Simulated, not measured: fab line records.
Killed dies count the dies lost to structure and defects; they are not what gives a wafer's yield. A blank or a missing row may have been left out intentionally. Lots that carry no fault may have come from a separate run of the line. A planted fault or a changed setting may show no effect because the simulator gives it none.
Matching of chambers :: flow n5Finfet :: 4 sister chambers for N5_DUMMY_GATE_ETCH_36 on rieDiel-06
The step etches SiARC in CF4, target depth 13 nm. 4 wafers are shown with their chamber, then 10 later ones without.

## EACH WAFER AND ITS CHAMBER
wafer: L084.3
chamber: 2
showerheadPlenumPTorr (Torr): 2.10

wafer: L086.1
chamber: 3
showerheadPlenumPTorr (Torr): 2.25

wafer: L087.3
chamber: 0
showerheadPlenumPTorr (Torr): 2.05

wafer: L087.4
chamber: 1
showerheadPlenumPTorr (Torr): 2.13

## WAFERS MISSING THEIR CHAMBER
wafer: L087.5
showerheadPlenumPTorr (Torr): 2.10

wafer: L089.2
showerheadPlenumPTorr (Torr): 2.05

wafer: L089.4
showerheadPlenumPTorr (Torr): 2.12

wafer: L089.5
showerheadPlenumPTorr (Torr): 2.13

wafer: L093.2
showerheadPlenumPTorr (Torr): 2.09

wafer: L093.4
showerheadPlenumPTorr (Torr): 2.12

wafer: L093.6
showerheadPlenumPTorr (Torr): 2.24

wafer: L097.1
showerheadPlenumPTorr (Torr): 2.24

wafer: L097.3
showerheadPlenumPTorr (Torr): 2.05

wafer: L097.6
showerheadPlenumPTorr (Torr): 2.24

## THE CHAMBER EACH PASSED THROUGH
wafer: L087.5
from the rows above: 2
in truth: 2

wafer: L089.2
from the rows above: 0
in truth: 0

wafer: L089.4
from the rows above: can't be placed: 1 or 2
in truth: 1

wafer: L089.5
from the rows above: 1
in truth: 1

wafer: L093.2
from the rows above: 2
in truth: 2

wafer: L093.4
from the rows above: can't be placed: 1 or 2
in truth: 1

wafer: L093.6
from the rows above: 3
in truth: 3

wafer: L097.1
from the rows above: 3
in truth: 3

wafer: L097.3
from the rows above: 0
in truth: 0

wafer: L097.6
from the rows above: 3
in truth: 3
Correctly placed: 8 of 10. Cannot be placed on the basis of these rows: 2; the candidates contain the true chamber in 2. 0 placed wrongly.
How it was worked out, from the rows above alone: a wafer's distance from a chamber is the root of the sum, over the readings, of the square of ((its reading less the chamber's mean) divided by the reading's scatter). If the next closest chamber is less than 2 further off than the closest, the wafer can't be placed; otherwise it belongs to the closest. A chamber's mean is the mean of its shown wafers. The scatter: with one shown wafer a chamber, the root of the mean of the squares of how far each hidden wafer lies from its nearest shown one.
